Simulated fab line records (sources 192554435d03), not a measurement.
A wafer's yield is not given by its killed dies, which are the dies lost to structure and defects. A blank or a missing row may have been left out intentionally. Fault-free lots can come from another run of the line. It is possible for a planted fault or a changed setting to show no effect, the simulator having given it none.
fab line records + flow n5_finfet + part 2 of 2: steps 5 to 6 of 6
record
- lots=24
- wafers=72
- last_day=17
route steps=1938 shown SDB@363 HKMG_FIN@386
lots with no fault: from the same line, run without faults
start_h: start of the lot's first displayed wafer, in hours after the record's first day + wait_h: how many hours have passed since the lot's step before this one + " identical to the entry in the row above + L1.1+2: one row covering several wafers at once + - no value, or no start given + * or withheld: withheld + < > ~ a bound
route shown NAME@n: NAME is a module with steps in the file, n the number in the route of the first one + usual: mean and standard deviation over wafers with no fault + same: alike in all rows + chamber/n: place in a boat + sites: each site's reading + _std_site: the standard deviation of these + _edge_site: inner sites' mean taken away from outer sites' mean + radius_mm: for every site, how far away it sits from the centre of the wafer + mask NAME#n: copy n + behind: tool/chamber where the wafer was last shaped + hold: why the lot went on hold/how many hours it stayed there/how the hold came to an end + device: names the non-switching transistor (n, p or np) + end of line: the tests these same wafers got at the end of their route + for a step that has no rows: nothing shown but its recipe + killed: dies lost to structure and defects at the first sort, not the wafer's yield + map: per-die view of a wafer (x killed, . not killed, _ where there is no die)
set.NAME: the run value of the setting; set.NAME@STEP: its run value at that earlier step + model.NAME: the simulator's own value behind a step, which no gauge read
steps of the route over a sample of lots; a table a step, a row a wafer
services: a tool's chamber out of use, with start hour (start_h, from the record's first day; less than 0 if before it), hours out, and reason
## steps
# step N5_HKMG_FIN_DESCUM_53
# recipe
- chemistry=O2
- time_s=7.9
- source_power_w=50
- bias_power_w=20
- pressure_mtorr=20
- rf_frequency_hz=2.712e+07
- temp_c=40
- resist=CAR-ArF
- o2_flow_sccm=225
# usual
- drypump_motor_current_A=5.8/0.54
- oes_product_au=0.78/0.088
- rf_vpp_V=243.1/1.3
- showerhead_plenum_p_Torr=2.10/0.067
- throttle_valve_pct=20.48/0.27
| lot.wafer | tool        | chamber | start_h | wait_h | drypump_motor_current_A | oes_product_au | rf_hours_counter_h | rf_vpp_V | showerhead_plenum_p_Torr | throttle_valve_pct |
|-----------|-------------|---------|---------|--------|-------------------------|----------------|--------------------|----------|--------------------------|--------------------|
| L074.2    | rie_diel-06 | 2       | 71.97   | 0.0    | 5.9                     | 0.76           | 120                | 240.7    | 2.02                     | 20.22              |
| L074.5    | "           | 2       | "       | "      | 5.9                     | 0.76           | -                  | 241.8    | 2.02                     | 20.23              |
| L074.6    | "           | 1       | "       | "      | 5.7                     | 0.78           | -                  | 243.9    | 2.21                     | 20.78              |
| L075.3    | rie_diel-06 | 3       | 80.00   | 0.0    | 4.9                     | 0.85           | 56                 | 244.2    | 2.12                     | 20.42              |
| L075.4    | "           | 2       | "       | "      | 5.9                     | 0.76           | 124                | 243.7    | 2.02                     | 20.21              |
| L075.5    | "           | 1       | "       | "      | 5.7                     | 0.78           | -                  | 243.3    | 2.20                     | 20.80              |
| L076.2    | rie_diel-04 | 2       | 82.89   | 0.0    | 5.8                     | 0.89           | 27                 | 242.1    | 2.05                     | 20.43              |
| L076.4    | "           | 3       | "       | "      | 6.0                     | 0.91           | 15                 | 244.4    | 2.23                     | 20.26              |
| L076.6    | "           | 2       | "       | "      | 5.8                     | 0.89           | -                  | 243.9    | 2.05                     | 20.42              |
| L077.1    | rie_diel-04 | 1       | 91.00   | 0.0    | 5.9                     | 0.67           | 237                | 242.9    | 2.06                     | 20.64              |
| L077.3    | "           | 2       | "       | "      | 5.9                     | 0.89           | 30                 | 242.6    | 2.05                     | 20.43              |
| L077.5    | "           | 0       | "       | "      | 6.5                     | 0.69           | -                  | 242.3    | 2.08                     | 20.62              |
| L078.1    | rie_diel-04 | 3       | 100.90  | 0.0    | 6.0                     | 0.91           | 23                 | 244.2    | 2.23                     | 20.26              |
| L078.3    | "           | 1       | "       | "      | 6.0                     | 0.68           | 240                | 242.6    | 2.06                     | 20.63              |
| L078.6    | "           | 1       | "       | "      | 6.0                     | 0.67           | -                  | 242.0    | 2.06                     | 20.63              |
| L079.1    | rie_diel-02 | 1       | 103.21  | 0.0    | 5.5                     | 0.72           | 184                | 244.4    | 2.17                     | 20.59              |
| L079.4    | "           | 3       | "       | "      | 5.1                     | 0.69           | -                  | 242.5    | 2.07                     | 20.85              |
| L079.6    | "           | 1       | "       | "      | 5.5                     | 0.72           | -                  | 244.6    | 2.17                     | 20.62              |
| L080.1    | rie_diel-04 | 2       | 106.46  | 0.0    | 5.9                     | 0.88           | 37                 | 241.3    | 2.05                     | 20.44              |
| L080.3    | "           | 0       | "       | "      | 6.5                     | 0.69           | 217                | 242.5    | 2.08                     | 20.64              |
| L080.6    | "           | 3       | "       | "      | 6.0                     | 0.90           | -                  | 244.6    | 2.23                     | 20.28              |
| L081.1    | rie_diel-02 | 0       | 112.84  | 0.3    | 5.3                     | 0.96           | 5                  | 241.8    | 2.06                     | 19.95              |
| L081.4    | "           | 1       | "       | "      | 5.5                     | 0.72           | 189                | 243.1    | 2.17                     | 20.63              |
| L081.6    | "           | 2       | "       | "      | 6.5                     | 0.85           | -                  | 244.7    | 2.11                     | 20.49              |
| L082.1    | rie_diel-02 | 0       | 119.65  | 0.3    | 5.2                     | 0.95           | 7                  | 243.2    | 2.06                     | 19.96              |
| L082.4    | "           | 0       | "       | "      | 5.2                     | 0.95           | -                  | 243.1    | 2.06                     | 19.95              |
| L082.6    | "           | 3       | "       | "      | 5.1                     | 0.69           | -                  | 242.3    | 2.07                     | 20.86              |
| L083.1    | rie_diel-04 | 3       | 123.37  | 0.4    | 6.0                     | 0.90           | 34                 | 245.1    | 2.23                     | 20.29              |
| L083.2    | "           | 2       | "       | "      | 5.9                     | 0.87           | 45                 | 241.7    | 2.04                     | 20.44              |
| L083.4    | "           | 0       | "       | "      | 6.5                     | 0.69           | -                  | 242.9    | 2.08                     | 20.64              |
| L084.3    | rie_diel-02 | 0       | 131.48  | 0.0    | 5.3                     | 0.93           | 12                 | 242.7    | 2.06                     | 19.96              |
| L084.5    | "           | 3       | "       | "      | 5.1                     | 0.68           | -                  | 243.7    | 2.07                     | 20.86              |
| L084.6    | "           | 1       | "       | "      | 5.5                     | 0.71           | -                  | 244.5    | 2.16                     | 20.63              |
| L085.2    | rie_diel-02 | 0       | 142.31  | 0.0    | 5.3                     | 0.91           | 17                 | 242.5    | 2.06                     | 19.96              |
| L085.4    | "           | 0       | "       | "      | 5.3                     | 0.93           | -                  | 240.8    | 2.06                     | 19.98              |
| L085.6    | "           | 1       | "       | "      | 5.5                     | 0.70           | -                  | 244.6    | 2.16                     | 20.64              |
| L086.1    | rie_diel-02 | 0       | 143.94  | 0.0    | 5.2                     | 0.92           | 18                 | 242.5    | 2.06                     | 19.96              |
| L086.2    | "           | 3       | "       | "      | 5.1                     | 0.69           | 215                | 243.7    | 2.07                     | 20.88              |
| L086.4    | "           | 1       | "       | "      | 5.5                     | 0.71           | 203                | 243.1    | 2.16                     | 20.64              |
| L087.2    | rie_diel-06 | 1       | 149.31  | 0.1    | 5.7                     | 0.76           | 129                | 245.5    | 2.20                     | 20.81              |
| L087.5    | "           | 2       | "       | "      | 5.9                     | 0.74           | -                  | 242.4    | 2.01                     | 20.25              |
| L087.6    | "           | 3       | "       | "      | 4.9                     | 0.82           | -                  | 242.9    | 2.11                     | 20.48              |
| L088.2    | rie_diel-02 | 0       | 159.05  | 0.0    | 5.3                     | 0.91           | 24                 | 241.1    | 2.05                     | 19.97              |
| L088.3    | "           | 3       | "       | "      | 5.1                     | 0.67           | 222                | 243.8    | 2.06                     | 20.89              |
| L088.5    | "           | 2       | "       | "      | 6.5                     | 0.84           | -                  | 244.3    | 2.11                     | 20.49              |
| L089.2    | rie_diel-04 | 0       | 159.95  | 0.0    | 6.5                     | 0.69           | 237                | 242.9    | 2.07                     | 20.66              |
| L089.3    | "           | 3       | "       | "      | 6.0                     | 0.86           | 49                 | 244.6    | 2.22                     | 20.30              |
| L089.6    | "           | 0       | "       | "      | 6.5                     | 0.68           | -                  | 242.4    | 2.07                     | 20.65              |
| L090.1    | rie_diel-04 | 0       | 166.70  | 0.0    | 6.5                     | 0.69           | 241                | 241.8    | 2.07                     | 20.68              |
| L090.3    | "           | 3       | "       | "      | 6.0                     | 0.86           | 53                 | 244.8    | 2.22                     | 20.30              |
| L090.6    | "           | 0       | "       | "      | 6.5                     | 0.69           | -                  | 243.5    | 2.07                     | 20.65              |
| L091.4    | rie_diel-04 | 0       | 171.60  | 0.0    | 6.5                     | 0.67           | -                  | 243.8    | 2.07                     | 20.66              |
| L091.5    | "           | 3       | "       | "      | 6.0                     | 0.85           | -                  | 246.2    | 2.22                     | 20.30              |
| L091.6    | "           | 2       | "       | "      | 5.8                     | 0.83           | -                  | 242.8    | 2.04                     | 20.48              |
| L092.1    | rie_diel-06 | 0       | 180.25  | 0.0    | 6.8                     | 0.79           | 108                | 241.9    | 2.01                     | 20.04              |
| L092.4    | "           | 1       | "       | "      | 5.7                     | 0.74           | 142                | 243.3    | 2.19                     | 20.84              |
| L092.6    | "           | 3       | "       | "      | 4.9                     | 0.81           | -                  | 242.6    | 2.11                     | 20.48              |
| L093.1    | rie_diel-04 | 0       | 184.33  | 0.0    | 6.5                     | 0.67           | 247                | 241.7    | 2.07                     | 20.66              |
| L093.4    | "           | 1       | "       | "      | 6.0                     | 0.97           | 3                  | 242.3    | 2.05                     | 20.31              |
| L093.5    | "           | 2       | "       | "      | 5.8                     | 0.82           | -                  | 241.7    | 2.04                     | 20.51              |
| L094.2    | rie_diel-06 | 2       | 196.07  | 1.8    | 6.0                     | 0.72           | 165                | 241.2    | 2.00                     | 20.27              |
| L094.3    | "           | 1       | "       | "      | 5.7                     | 0.74           | 148                | 244.9    | 2.19                     | 20.85              |
| L094.4    | "           | 0       | "       | "      | 6.9                     | 0.77           | 115                | 241.2    | 2.01                     | 20.07              |
| L095.1    | rie_diel-02 | 0       | 202.69  | 2.1    | 5.3                     | 0.88           | 33                 | 241.7    | 2.05                     | 19.99              |
| L095.3    | "           | 3       | "       | "      | 5.1                     | 0.67           | 231                | 242.7    | 2.06                     | 20.90              |
| L095.4    | "           | 2       | "       | "      | 6.5                     | 0.82           | 90                 | 242.8    | 2.10                     | 20.49              |
| L096.2    | rie_diel-02 | 1       | 208.78  | 0.0    | 5.5                     | 0.70           | 219                | 245.4    | 2.16                     | 20.67              |
| L096.3    | "           | 0       | "       | "      | 5.3                     | 0.88           | 35                 | 242.1    | 2.05                     | 19.98              |
| L096.6    | "           | 3       | "       | "      | 5.1                     | 0.67           | -                  | 241.9    | 2.06                     | 20.92              |
| L097.1    | rie_diel-06 | 0       | 209.24  | 0.0    | 6.9                     | 0.77           | 120                | 240.4    | 2.01                     | 20.05              |
| L097.4    | "           | 3       | "       | "      | 4.9                     | 0.79           | 105                | 241.9    | 2.10                     | 20.50              |
| L097.5    | "           | 1       | "       | "      | 5.7                     | 0.73           | -                  | 243.9    | 2.19                     | 20.88              |
# step N5_HKMG_FIN_ETCH_67
# recipe
- chemistry=N2/H2
- target=SOC
- target_depth_a=3889
- stop_on=TiN
- ion_energy_ev=100
- bias_w=61
- pressure_mtorr=30
- source_w=850
- n2_flow_sccm=200
- h2_flow_sccm=200
# usual
- drypump_motor_current_A=5.8/0.58
- n2_flow_sccm=200.0/0.63
- oes_product_au=0.78/0.086
- rf_vpp_V=240.7/1.2
- showerhead_plenum_p_Torr=2.55/0.076
- throttle_valve_pct=17.89/0.29
| lot.wafer | tool        | chamber | start_h | wait_h | drypump_motor_current_A | n2_flow_sccm | oes_product_au | rf_hours_counter_h | rf_vpp_V | showerhead_plenum_p_Torr | throttle_valve_pct |
|-----------|-------------|---------|---------|--------|-------------------------|--------------|----------------|--------------------|----------|--------------------------|--------------------|
| L074.2    | rie_diel-02 | 0       | 77.81   | -      | 5.3                     | 200.7        | 0.66           | 247                | 240.4    | 2.51                     | 17.84              |
| L074.5    | "           | 3       | "       | "      | 5.1                     | 200.3        | 0.69           | -                  | 239.8    | 2.54                     | 18.37              |
| L074.6    | "           | 0       | "       | "      | 5.2                     | 199.2        | 0.66           | -                  | 240.8    | 2.51                     | 17.86              |
| L075.3    | rie_diel-06 | 2       | 86.36   | -      | 5.9                     | 199.2        | 0.74           | 127                | 238.0    | 2.45                     | 17.57              |
| L075.4    | "           | 3       | "       | "      | 4.9                     | 200.5        | 0.83           | 59                 | 240.4    | 2.59                     | 17.96              |
| L075.5    | "           | 2       | "       | "      | 5.9                     | 199.6        | 0.74           | -                  | 239.1    | 2.45                     | 17.59              |
| L076.2    | rie_diel-06 | 2       | 88.72   | -      | 5.9                     | 201.1        | 0.74           | 128                | 239.1    | 2.45                     | 17.57              |
| L076.4    | "           | 3       | "       | "      | 4.9                     | 198.2        | 0.83           | 60                 | 240.6    | 2.59                     | 17.95              |
| L076.6    | "           | 2       | "       | "      | 5.9                     | 200.5        | 0.74           | -                  | 238.9    | 2.45                     | 17.57              |
| L077.1    | rie_diel-06 | 1       | 96.90   | -      | 5.7                     | 199.7        | 0.77           | 112                | 241.0    | 2.67                     | 18.16              |
| L077.3    | "           | 0       | "       | "      | 6.8                     | 199.8        | 0.80           | 84                 | 239.4    | 2.47                     | 17.46              |
| L077.5    | "           | 3       | "       | "      | 4.9                     | 200.2        | 0.83           | -                  | 240.9    | 2.58                     | 17.96              |
| L078.1    | rie_diel-02 | 1       | 106.92  | -      | 5.5                     | 200.1        | 0.72           | 186                | 241.8    | 2.64                     | 18.07              |
| L078.3    | "           | 2       | "       | "      | 6.5                     | 199.8        | 0.84           | 71                 | 241.5    | 2.58                     | 17.92              |
| L078.6    | "           | 3       | "       | "      | 5.1                     | 199.0        | 0.68           | -                  | 240.7    | 2.53                     | 18.40              |
| L079.1    | rie_diel-02 | 2       | 109.71  | -      | 6.5                     | 198.5        | 0.84           | 72                 | 241.5    | 2.58                     | 17.91              |
| L079.4    | "           | 3       | "       | "      | 5.1                     | 199.4        | 0.68           | 200                | 241.3    | 2.53                     | 18.41              |
| L079.6    | "           | 1       | "       | "      | 5.5                     | 199.8        | 0.71           | -                  | 241.7    | 2.64                     | 18.09              |
| L080.1    | rie_diel-04 | 2       | 113.08  | -      | 5.8                     | 199.6        | 0.85           | 41                 | 241.0    | 2.48                     | 17.82              |
| L080.3    | "           | 3       | "       | "      | 6.0                     | 200.0        | 0.88           | 30                 | 242.4    | 2.70                     | 17.64              |
| L080.6    | "           | 3       | "       | "      | 6.0                     | 199.4        | 0.87           | -                  | 243.4    | 2.70                     | 17.63              |
| L081.1    | rie_diel-02 | 3       | 118.61  | -      | 5.1                     | 200.8        | 0.68           | 204                | 240.5    | 2.53                     | 18.41              |
| L081.4    | "           | 0       | "       | "      | 5.2                     | 200.1        | 0.92           | -                  | 239.5    | 2.50                     | 17.47              |
| L081.6    | "           | 3       | "       | "      | 5.1                     | 200.6        | 0.67           | -                  | 240.3    | 2.53                     | 18.42              |
| L082.1    | rie_diel-02 | 3       | 126.18  | -      | 5.1                     | 199.6        | 0.67           | 207                | 241.4    | 2.53                     | 18.42              |
| L082.4    | "           | 3       | "       | "      | 5.1                     | 199.8        | 0.67           | -                  | 240.6    | 2.53                     | 18.41              |
| L082.6    | "           | 1       | "       | "      | 5.5                     | 199.1        | 0.72           | -                  | 239.6    | 2.64                     | 18.10              |
| L083.1    | rie_diel-04 | 1       | 129.36  | -      | 6.0                     | 201.4        | 0.67           | 245                | 240.2    | 2.51                     | 18.06              |
| L083.2    | "           | 0       | "       | "      | 6.5                     | 199.7        | 0.68           | 229                | 239.6    | 2.50                     | 17.89              |
| L083.4    | "           | 3       | "       | "      | 6.0                     | 200.1        | 0.86           | 37                 | 242.3    | 2.70                     | 17.65              |
| L084.3    | rie_diel-04 | 3       | 137.43  | -      | 6.0                     | 198.9        | 0.85           | 40                 | 243.6    | 2.70                     | 17.66              |
| L084.5    | "           | 0       | "       | "      | 6.5                     | 200.8        | 0.69           | -                  | 238.6    | 2.50                     | 17.89              |
| L084.6    | "           | 1       | "       | "      | 6.0                     | 200.1        | 0.67           | -                  | 240.7    | 2.50                     | 18.06              |
| L085.2    | rie_diel-02 | 1       | 148.15  | -      | 5.5                     | 199.9        | 0.70           | 205                | 240.8    | 2.64                     | 18.13              |
| L085.4    | "           | 3       | "       | "      | 5.1                     | 200.8        | 0.67           | 218                | 241.8    | 2.52                     | 18.44              |
| L085.6    | "           | 1       | "       | "      | 5.5                     | 199.6        | 0.70           | -                  | 241.6    | 2.64                     | 18.13              |
| L086.1    | rie_diel-02 | 1       | 150.50  | -      | 5.5                     | 200.2        | 0.70           | 206                | 240.3    | 2.64                     | 18.12              |
| L086.2    | "           | 2       | "       | "      | 6.5                     | 200.7        | 0.83           | 78                 | 241.7    | 2.58                     | 17.93              |
| L086.4    | "           | 3       | "       | "      | 5.1                     | 198.8        | 0.67           | 219                | 240.3    | 2.52                     | 18.44              |
| L087.2    | rie_diel-06 | 3       | 155.17  | -      | 4.9                     | 200.1        | 0.80           | 82                 | 241.9    | 2.58                     | 17.99              |
| L087.5    | "           | 0       | "       | "      | 6.8                     | 200.1        | 0.78           | -                  | 238.9    | 2.46                     | 17.49              |
| L087.6    | "           | 3       | "       | "      | 4.9                     | 200.1        | 0.80           | -                  | 241.1    | 2.58                     | 18.00              |
| L088.2    | rie_diel-04 | 2       | 165.19  | -      | 5.9                     | 199.4        | 0.82           | 64                 | 240.2    | 2.47                     | 17.85              |
| L088.3    | "           | 0       | "       | "      | 6.5                     | 200.0        | 0.67           | 240                | 240.3    | 2.50                     | 17.91              |
| L088.5    | "           | 3       | "       | "      | 6.0                     | 200.1        | 0.85           | -                  | 242.8    | 2.69                     | 17.67              |
| L089.2    | rie_diel-04 | 0       | 166.07  | -      | 6.5                     | 199.4        | 0.68           | 241                | 240.8    | 2.50                     | 17.88              |
| L089.3    | "           | 2       | "       | "      | 5.8                     | 199.5        | 0.82           | 64                 | 239.2    | 2.47                     | 17.86              |
| L089.6    | "           | 0       | "       | "      | 6.5                     | 199.7        | 0.68           | -                  | 240.1    | 2.50                     | 17.90              |
| L090.1    | rie_diel-06 | 0       | 172.60  | -      | 6.9                     | 199.8        | 0.77           | 106                | 239.5    | 2.46                     | 17.49              |
| L090.3    | "           | 3       | "       | "      | 4.9                     | 200.6        | 0.80           | 90                 | 242.4    | 2.57                     | 18.02              |
| L090.6    | "           | 2       | "       | "      | 5.9                     | 199.3        | 0.72           | -                  | 240.2    | 2.43                     | 17.62              |
| L091.4    | rie_diel-02 | 0       | 177.88  | -      | 5.3                     | 199.3        | 0.86           | 30                 | 240.1    | 2.49                     | 17.49              |
| L091.5    | "           | 1       | "       | "      | 5.5                     | 200.0        | 0.70           | -                  | 241.4    | 2.63                     | 18.13              |
| L091.6    | "           | 2       | "       | "      | 6.5                     | 201.4        | 0.82           | -                  | 239.9    | 2.57                     | 17.95              |
| L092.1    | rie_diel-06 | 1       | 186.39  | -      | 5.7                     | 199.8        | 0.74           | 143                | 243.0    | 2.65                     | 18.21              |
| L092.4    | "           | 3       | "       | "      | 4.9                     | 199.5        | 0.79           | 94                 | 241.0    | 2.57                     | 18.02              |
| L092.6    | "           | 1       | "       | "      | 5.7                     | 199.3        | 0.73           | -                  | 243.1    | 2.65                     | 18.21              |
| L093.1    | rie_diel-04 | 3       | 190.40  | -      | 6.0                     | 200.6        | 0.83           | 62                 | 242.2    | 2.69                     | 17.71              |
| L093.4    | "           | 0       | "       | "      | 6.5                     | 199.1        | 0.67           | 250                | 239.4    | 2.49                     | 17.92              |
| L093.5    | "           | 0       | "       | "      | 6.5                     | 199.7        | 0.67           | -                  | 242.0    | 2.49                     | 17.93              |
| L094.2    | rie_diel-06 | 0       | 203.60  | -      | 6.9                     | 199.1        | 0.76           | 118                | 239.0    | 2.45                     | 17.52              |
| L094.3    | "           | 1       | "       | "      | 5.7                     | 199.8        | 0.73           | 152                | 242.0    | 2.65                     | 18.22              |
| L094.4    | "           | 3       | "       | "      | 4.9                     | 200.6        | 0.78           | 103                | 240.5    | 2.57                     | 18.05              |
| L095.1    | rie_diel-04 | 3       | 208.82  | -      | 6.0                     | 199.8        | 0.82           | 72                 | 242.8    | 2.69                     | 17.71              |
| L095.3    | "           | 0       | "       | "      | 6.6                     | 199.3        | 0.98           | 0                  | 238.5    | 2.49                     | 17.47              |
| L095.4    | "           | 1       | "       | "      | 5.9                     | 201.0        | 0.92           | 15                 | 241.5    | 2.50                     | 17.70              |
| L096.2    | rie_diel-02 | 2       | 214.64  | -      | 6.5                     | 199.6        | 0.82           | 95                 | 241.7    | 2.57                     | 17.96              |
| L096.3    | "           | 3       | "       | "      | 5.1                     | 200.0        | 0.64           | 237                | 240.5    | 2.51                     | 18.47              |
| L096.6    | "           | 2       | "       | "      | 6.5                     | 200.1        | 0.81           | -                  | 240.9    | 2.57                     | 17.96              |
| L097.1    | rie_diel-02 | 0       | 215.58  | -      | 5.3                     | 200.4        | 0.86           | 38                 | 238.5    | 2.49                     | 17.51              |
| L097.4    | "           | 2       | "       | "      | 6.5                     | 199.7        | 0.80           | 95                 | 240.1    | 2.57                     | 17.98              |
| L097.5    | "           | 2       | "       | "      | 6.5                     | 199.3        | 0.81           | -                  | 240.8    | 2.57                     | 17.95              |
## services
| tool        | chamber | start_h | hours | kind                          |
|-------------|---------|---------|-------|-------------------------------|
| ald_hk-01   | -       | 44.00   | 6.0   | pm                            |
| ald_sin-01  | 0       | 46.17   | 8.2   | repair                        |
| ald_hk-02   | -       | 48.49   | 1.0   | repair                        |
| ald_sin-01  | -       | 85.25   | 14.0  | pm                            |
| rie_diel-02 | 0       | 85.26   | -     | clean                         |
| rie_diel-02 | 0       | 85.26   | -     | consumable_replace:focus_ring |
| rie_diel-02 | 0       | 85.26   | 18.9  | scheduled_down                |
| rie_diel-02 | 0       | 85.26   | 18.9  | vent_cycle                    |
| ald_sin-04  | 1       | 90.16   | 5.2   | repair                        |
| rie_diel-04 | 0       | 96.47   | 9.4   | repair                        |
| rie_diel-04 | 1       | 108.49  | 18.2  | repair                        |
| ald_sin-01  | 1       | 125.40  | 1.6   | repair                        |
| ald_sin-04  | -       | 139.20  | 1.7   | repair                        |
| ald_hk-02   | -       | 151.02  | 6.0   | pm                            |
| rie_diel-04 | 1       | 151.30  | -     | clean                         |
| rie_diel-04 | 1       | 151.30  | -     | consumable_replace:focus_ring |
| rie_diel-04 | 1       | 151.30  | 20.6  | scheduled_down                |
| rie_diel-04 | 1       | 151.30  | 20.6  | vent_cycle                    |
| rie_diel-06 | 2       | 154.30  | 2.7   | repair                        |
| ald_sin-01  | 0       | 165.18  | 1.3   | repair                        |
| ald_hk-02   | -       | 178.52  | 8.7   | pm                            |
| rie_diel-02 | -       | 187.98  | 14.6  | pm                            |
| rie_diel-04 | 0       | 191.11  | -     | clean                         |
| rie_diel-04 | 1       | 209.25  | 5.5   | repair                        |
